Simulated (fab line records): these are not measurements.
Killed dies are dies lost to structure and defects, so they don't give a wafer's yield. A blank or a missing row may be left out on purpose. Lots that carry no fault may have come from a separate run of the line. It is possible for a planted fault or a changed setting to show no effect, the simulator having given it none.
A single fault, viewed from 2 desks :: flow n5-finfet :: each desk holds nothing but its own numbers, with what lay behind them at the end
Where a reading is given only as a bound, like >300, the bound stands for it, and a mean or a difference that rests on one is marked > or <: the true number lies beyond.

THE DEFECT DESK
Per lot, the means of the sampled wafers with a number show what the inspections along the route counted. If a lot's mean is further than 4 standard deviations from the usual mean, the lot is out of limits and carries the mark OUT (the distance appears in the brackets).
Columns: A = raw-defect-count at N5_BEOL_M12_INSPECT_55, usual 74; B = raw-defect-count at N5_BEOL_M13_INSPECT_12, usual 2.1
lot: L432
first seen here: day 10 08:40
A: 73
B: 2.0

lot: L447
first seen here: day 14 02:32
A: 500 (+15) OUT
B: >101 (>+71) OUT

lot: L450
first seen here: day 15 04:16
A: 497 (+15) OUT
B: >101 (>+70) OUT

lot: L453
first seen here: day 15 18:22
A: 83
B: 2.3
This desk's verdict: out of limits on L447, L450, starting with L447 at day 14 02:32 (raw-defect-count at N5_BEOL_M12_INSPECT_55). In limits: L432, L453.

FOR THE TOOL OWNER'S DESK: cmp-03
The tool's own readings at N5_BEOL_M12_CMP_49 (polishes, stops on SiOC, t overpolish 20.6 s, target thk 320 nm): means of the sampled wafers that have a number, for each lot that ran on this tool. If a lot's mean is further than 4 standard deviations from the usual mean, the lot is out of limits and carries the mark OUT (the distance appears in the brackets).
Columns: A = barrier-field-endpoint-s at N5_BEOL_M12_CMP_49, usual 30.2 s; B = clearing-platen-down-force-psi at N5_BEOL_M12_CMP_49, usual 1.500 psi; C = clearing-platen-rpm at N5_BEOL_M12_CMP_49, usual 49.998 rpm; D = motor-current-A at N5_BEOL_M12_CMP_49, usual 6.2 A; E = overpolish-run-s at N5_BEOL_M12_CMP_49, usual 20.598 s
lot: L432
first seen here: day 10 08:14
A: 30.7
B: 1.502
C: 49.993
D: 6.3
E: 20.600

lot: L447
first seen here: day 14 02:10
A: 29.7
B: 1.501
C: 49.981
D: 6.1
E: 20.597

lot: L450
first seen here: day 15 03:49
A: 30.4
B: 1.498
C: 49.979
D: 6.3
E: 20.594
Finding of this desk: none of the 3 lots has anything out of limits.

PUT TOGETHER
The defect desk could have raised an alarm at day 14 02:32, on L447, L450.
The desk of the tool owner found nothing out of limits.
On record at the tool owner's desk: L447, L450, within its limits.
On cmp-03, each named lot ran N5_BEOL_M12_CMP_49.

WHAT WAS PUT IN BY THE SIMULATOR
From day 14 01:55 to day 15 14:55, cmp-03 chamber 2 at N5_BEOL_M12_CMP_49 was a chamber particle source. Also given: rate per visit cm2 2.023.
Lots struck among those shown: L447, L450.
Hours from the fault's start to each desk's first reading out of limits: the defect desk, 1.
